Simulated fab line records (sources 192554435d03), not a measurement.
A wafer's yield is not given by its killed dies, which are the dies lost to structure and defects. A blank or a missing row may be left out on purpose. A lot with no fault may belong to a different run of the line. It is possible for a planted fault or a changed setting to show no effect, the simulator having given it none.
Which tool did it? -- flow n5 finfet -- 9 lots, 26 wafers sampled, at 6 steps of a route of 1938

== WHAT THE GAUGES SHOWED, per wafer ==
N5_FIN_CUT_INSPECT_17: inspects for defects (brightfield).
lot,measured,on,raw defect count
L512,day 2 03:57,defect inspect-01,323 310 280
L513,day 2 08:50,defect inspect-01,179 310 294
L516,day 3 04:01,defect inspect-01,391 213 234
L517,day 3 10:20,defect inspect-01,220 177
L518,day 3 15:52,defect inspect-02,860 201 232
L530,day 6 16:59,defect inspect-01,336 325 275
L532,day 7 04:07,defect inspect-02,277 268 144
L534,day 7 15:20,defect inspect-02,368 243 296
L535,day 7 22:40,defect inspect-02,195 356 304

N5_BEOL_M4_RC_MEAS_101.
lot,measured,on,DIBL_N (mV/V),DIBL_P (mV/V),IOFF_N (nA/um),IOFF_P (nA/um),ION_N (uA/um),ION_P (uA/um),SS_N (mV/dec),SS_P (mV/dec),VT_N (mV),VT_P (mV)
L512,day 8 00:23,prober-02,38.1 40.4 37.6,37.5 40.1 36.8,0.18 0.23 0.17,0.20 0.24 0.19,672 687 665,449 465 451,72.3 73.4 71.6,73.7 73.7 73.8,250 248 252,-251 -249 -254
L513,day 7 19:20,prober-01,38.4 36.5 39.9,37.3 36.1 39.5,0.22 0.17 0.24,0.24 0.21 0.27,688 667 679,468 460 461,72.3 71.8 72.8,74.0 73.1 74.7,242 248 245,-247 -253 -247
L516,day 8 20:15,prober-02,35.6 39.6 39.7,35.8 39.9 39.8,0.12 0.19 0.20,0.18 0.25 0.24,663 674 679,458 467 464,71.6 72.5 72.7,72.7 74.1 74.1,257 251 249,-254 -246 -252
L517,day 9 04:13,prober-01,38.2 36.4,37.2 35.1,0.18 0.15,0.25 0.22,685 673,471 469,71.5 71.0,73.8 72.5,247 248,-247 -250
L518,day 9 01:01,prober-01,39.0 34.3 36.0,39.5 33.8 36.2,0.21 0.13 0.14,0.20 0.14 0.17,683 658 676,456 449 460,72.3 70.8 71.4,73.6 71.8 73.1,246 251 251,-256 -256 -253
L530,day 13 02:58,prober-02,40.4 34.6 39.7,40.5 33.0 38.5,0.23 0.11 0.23,0.27 0.16 0.24,687 658 690,463 459 463,72.3 71.4 72.9,74.8 72.1 74.0,244 257 244,-250 -255 -246
L532,day 13 05:11,prober-02,38.6 39.7 40.7,39.3 40.5 41.6,0.18 0.23 0.23,0.24 0.26 0.27,681 683 692,464 463 470,71.8 72.4 72.7,74.7 74.5 74.2,247 244 245,-250 -249 -249
L534,day 13 12:23,prober-02,38.9 36.0 34.5,38.9 36.7 36.0,0.22 0.15 0.13,0.25 0.21 0.20,682 675 664,458 466 462,72.6 71.9 71.6,73.9 72.7 73.4,248 249 253,-249 -248 -250
L535,day 13 19:59,prober-02,41.6 37.2 38.0,42.9 36.3 37.6,0.28 0.17 0.17,0.37 0.24 0.23,705 670 670,480 462 462,72.5 71.4 72.1,75.0 73.9 73.2,243 249 251,-242 -245 -251

== WHICH TOOL RAN EACH LOT (tool, then ch and the chambers of the sampled wafers, then the start) ==
lot,N5_FIN_CUT_ETCH_20,N5_FIN_CUT_CUT_ETCH_27,N5_FIN_CUT_CUT_ETCH_15,N5_STI_FIN_REVEAL_ALD_14
L512,"rie diel-05 ch 1,3, day 2 03:02","rie diel-05 ch 1,3, day 2 03:28","rie si-01 ch 0,3, day 2 03:37","ald sin-02 ch 1,2,3, day 2 04:02"
L513,"rie diel-05 ch 0,3, day 2 07:58","rie diel-05 ch 0,3, day 2 08:24","rie si-03 ch 1,2,3, day 2 08:33","ald sin-02 ch 0,2,3, day 2 08:55"
L516,"rie diel-02 ch 0,1,2, day 3 03:10","rie diel-02 ch 0,1,2, day 3 03:35","rie si-03 ch 0,2, day 3 03:44","ald sin-03 ch 0,1,2, day 3 04:25"
L517,"rie diel-01 ch 1,2, day 3 09:25","rie diel-01 ch 1, day 3 09:53","rie si-03 ch 0,3, day 3 10:02","ald sin-02 ch 1,3, day 3 10:25"
L518,"rie diel-05 ch 0,1,2, day 3 14:51","rie diel-05 ch 0,1,2, day 3 15:17","rie si-03 ch 0,1,3, day 3 15:26","ald sin-03 ch 0,3, day 3 15:58"
L530,"rie diel-01 ch 0,1,2, day 6 15:58","rie diel-01 ch 0,1,2, day 6 16:23","rie si-01 ch 0,2,3, day 6 16:42","ald sin-03 ch 0,1,3, day 6 17:08"
L532,"rie diel-01 ch 1,2,3, day 7 03:15","rie diel-01 ch 1,2,3, day 7 03:41","rie si-02 ch 2,3, day 7 03:50","ald sin-01 ch 0,2,3, day 7 04:11"
L534,"rie diel-05 ch 0,2,3, day 7 14:22","rie diel-05 ch 0,2,3, day 7 14:48","rie si-03 ch 0,3, day 7 14:56","ald sin-03 ch 0,1,2, day 7 15:37"
L535,"rie diel-02 ch 1,2, day 7 21:49","rie diel-02 ch 1,2, day 7 22:14","rie si-03 ch 0,1,2, day 7 22:23","ald sin-02 ch 0,1, day 7 22:45"
- N5_FIN_CUT_ETCH_20: etches SiARC in CF4, target depth 26 nm, time 43.3 s.
- N5_FIN_CUT_CUT_ETCH_27: etches SiO2 in CHF3/O2, target depth 4 nm, overetch 2 nm, time 4.9 s.
- N5_FIN_CUT_CUT_ETCH_15: etches Si in HBr/Cl2/O2, target depth 100 nm, bt time 10 s, time 42.4 s.
- N5_STI_FIN_REVEAL_ALD_14: deposits Si3N4, target thk 3 nm.

== AS READ BY THE TOOLS THEMSELVES (means over the sampled wafers that have a number; for cases with no such wafer, the mark the record gives instead) ==
N5_FIN_CUT_ETCH_20.
lot,tool,drypump motor current A (A),etch rf on time s (s),oes product au (a.u.),rf vpp V (V),showerhead plenum p Torr (Torr),throttle valve pct (%)
L512,rie diel-05,5.9,43.7,0.67,184.8,2.16,15.57
L513,rie diel-05,5.7,44.0,0.66,183.9,2.16,15.63
L516,rie diel-02,6.1,43.9,0.63,184.3,2.14,15.70
L517,rie diel-01,5.9,42.2,0.65,183.1,2.17,15.51
L518,rie diel-05,5.6,42.7,0.73,183.9,2.10,15.54
L530,rie diel-01,6.0,42.7,0.69,184.2,2.17,15.42
L532,rie diel-01,5.9,43.0,0.70,183.5,2.13,15.46
L534,rie diel-05,5.8,43.8,0.67,183.9,2.14,15.56
L535,rie diel-02,6.2,43.7,0.59,183.5,2.06,15.84

N5_FIN_CUT_CUT_ETCH_27.
lot,tool,drypump motor current A (A),oes product au (a.u.),rf vpp V (V),showerhead plenum p Torr (Torr),throttle valve pct (%)
L512,rie diel-05,5.9,0.62,529,2.42,18.73
L513,rie diel-05,5.8,0.61,548,2.43,18.81
L516,rie diel-02,6.1,0.59,509,2.39,18.84
L517,rie diel-01,6.2,0.64,524,2.43,18.59
L518,rie diel-05,5.6,0.67,522,2.36,18.74
L530,rie diel-01,6.0,0.63,527,2.45,18.68
L532,rie diel-01,5.9,0.65,524,2.40,18.72
L534,rie diel-05,5.8,0.63,527,2.40,18.75
L535,rie diel-02,6.3,0.55,512,2.30,18.94

N5_FIN_CUT_CUT_ETCH_15.
lot,tool,drypump motor current A (A),oes product au (a.u.),throttle valve pct (%)
L512,rie si-01,6.2,1.004,37.20
L513,rie si-03,5.7,0.997,37.24
L516,rie si-03,5.5,1.014,37.37
L517,rie si-03,6.2,0.996,37.36
L518,rie si-03,6.2,0.989,37.38
L530,rie si-01,6.2,1.003,37.24
L532,rie si-02,5.6,1.000,37.02
L534,rie si-03,6.1,0.986,37.26
L535,rie si-03,5.9,0.999,37.45

N5_STI_FIN_REVEAL_ALD_14.
lot,tool,heater power w (W),susceptor temp C (C)
L512,ald sin-02,868,399.86
L513,ald sin-02,813,399.91
L516,ald sin-03,787,400.02
L517,ald sin-02,902,400.10
L518,ald sin-03,757,400.09
L530,ald sin-03,828,399.82
L532,ald sin-01,831,399.81
L534,ald sin-03,788,399.73
L535,ald sin-02,893,399.86

== THE ANSWER, worked out from the rows above alone ==
Rule: the lots themselves supply what counts as usual. The widest of any qualifying gaps counts: lots, ordered by their means at a reading, are off when they make up no more than a third of the lots, leave a main group of 4 or more, and stand apart from it by 3 or more times the standard deviation of that group's means. A main group is skipped when, at the precision printed for the reading in the tables above, its means are all equal. Also off: a lot with no number at a reading for which 4 or more lots have one. Where the step has rows for the other lots, those lots are counted as sound. After the gauges, taken in route order, come the tools' own readings; for these a lot's mean is taken, as printed above. The first step at which some lot is off is used, and at that step the reading that is off furthest; a lot without a number counts as furthest.
Off: L518, at N5_FIN_CUT_INSPECT_17 (raw defect count). Main group: mean 272, sd 37.
If a tool, at a process step before that reading, ran all the lots that are off and no sound lot after the first of them, it fits. The gauges at N5_FIN_CUT_INSPECT_17 aren't tried: what is off there is off at N5_BEOL_M4_RC_MEAS_101 too, on other tools, and a gauge's error can't cause that. None of those tried fits.

== WHAT THE SIMULATOR HAD INSERTED ==
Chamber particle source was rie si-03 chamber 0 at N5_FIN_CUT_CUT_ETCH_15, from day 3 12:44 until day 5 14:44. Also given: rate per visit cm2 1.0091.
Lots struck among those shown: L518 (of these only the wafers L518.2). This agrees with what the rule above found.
